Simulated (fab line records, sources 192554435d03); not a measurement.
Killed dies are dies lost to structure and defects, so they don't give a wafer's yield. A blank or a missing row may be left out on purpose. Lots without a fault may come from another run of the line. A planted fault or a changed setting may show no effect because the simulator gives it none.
Which tool did it? | flow n5_finfet | 9 lots, 27 wafers sampled, at 4 steps of a route of 1938

WHAT THE GAUGES READ, wafer by wafer
N5_STI_FIN_REVEAL_INSPECT_13: inspects for defects (darkfield).
lot  | measured    | on                | raw_defect_count
L907 | day 2 19:49 | defect_inspect-02 | 17 15 9
L908 | day 3 01:53 | defect_inspect-02 | 23 20 16
L909 | day 3 07:17 | defect_inspect-02 | 551 9 5
L923 | day 6 20:37 | defect_inspect-01 | 12 8 7
L924 | day 7 00:58 | defect_inspect-01 | 10 11 10
L925 | day 7 06:23 | defect_inspect-01 | 8 5 21
L926 | day 7 13:52 | defect_inspect-01 | 14 18 8
L927 | day 7 18:01 | defect_inspect-01 | 17 8 11
L928 | day 8 00:20 | defect_inspect-02 | 9 19 10

WHICH TOOL RAN EACH LOT (tool, then ch and the chambers of the sampled wafers, then the start)
lot  | N5_FIN_CUT_CUT_ETCH_15          | N5_STI_FIN_REVEAL_ALD_14         | N5_STI_FIN_REVEAL_PRECLEAN_29
L907 | rie_si-04 ch 1,2,3, day 2 09:53 | ald_sin-02 ch 0,1,3, day 2 10:16 | wet_bench-06 ch 1,5,6, day 2 16:50
L908 | rie_si-04 ch 0,2,3, day 2 16:20 | ald_sin-04 ch 0,1,2, day 2 17:05 | wet_bench-06 ch 4,5,6, day 2 23:02
L909 | rie_si-03 ch 1,2,3, day 2 21:42 | ald_sin-04 ch 0,1, day 2 22:04   | wet_bench-06 ch 1,2,5, day 3 04:26
L923 | rie_si-04 ch 0,1,3, day 6 10:58 | ald_sin-04 ch 0,1, day 6 11:49   | wet_bench-06 ch 0,4,7, day 6 17:35
L924 | rie_si-04 ch 0,3, day 6 15:15   | ald_sin-04 ch 0,2,3, day 6 15:38 | wet_bench-01 ch 0,3,5, day 6 21:50
L925 | rie_si-04 ch 1,2,3, day 6 21:13 | ald_sin-02 ch 0,2,3, day 6 21:35 | wet_bench-05 ch 1,2,3, day 7 03:27
L926 | rie_si-03 ch 1,2,3, day 7 04:40 | ald_sin-04 ch 0,2,3, day 7 05:16 | wet_bench-05 ch 1,2,3, day 7 11:02
L927 | rie_si-04 ch 1,2,3, day 7 08:43 | ald_sin-04 ch 1,2, day 7 09:23   | wet_bench-05 ch 1,4,5, day 7 15:11
L928 | rie_si-04 ch 0,1,2, day 7 15:02 | ald_sin-02 ch 0,2,3, day 7 15:38 | wet_bench-06 ch 2,3,5, day 7 21:30
- N5_FIN_CUT_CUT_ETCH_15: etches Si in HBr/Cl2/O2, target depth 100 nm, bt time 10 s, time 42.4 s.
- N5_STI_FIN_REVEAL_ALD_14: deposits Si3N4, target thk 3 nm.
- N5_STI_FIN_REVEAL_PRECLEAN_29: cleans in DHF, time 30 s.

THE ANSWER, worked out from the rows above alone
Rule: what is usual is taken from the lots themselves. Put in order of their means at a reading, lots are off if they are a third of the lots or fewer, leave a main group of 4 or more, and stand apart from it by a gap of 3 or more times the standard deviation of the main group's means; of several such gaps the widest counts. A main group whose means are all the same, to the digits that the tables above print for the reading, isn't used. A lot without any number at a reading at which 4 lots or more have one is off too. The other lots that the step has rows for count as sound.
Off: L909, at N5_STI_FIN_REVEAL_INSPECT_13 (raw_defect_count). The main group: mean 13, standard deviation 3.
A tool fits if, at a process step before that reading, it ran every lot that is off, and no sound lot after the first of them. The gauges at N5_STI_FIN_REVEAL_INSPECT_13 are tried like those tools. None of those tried fits.

WHAT THE SIMULATOR HAD PUT IN
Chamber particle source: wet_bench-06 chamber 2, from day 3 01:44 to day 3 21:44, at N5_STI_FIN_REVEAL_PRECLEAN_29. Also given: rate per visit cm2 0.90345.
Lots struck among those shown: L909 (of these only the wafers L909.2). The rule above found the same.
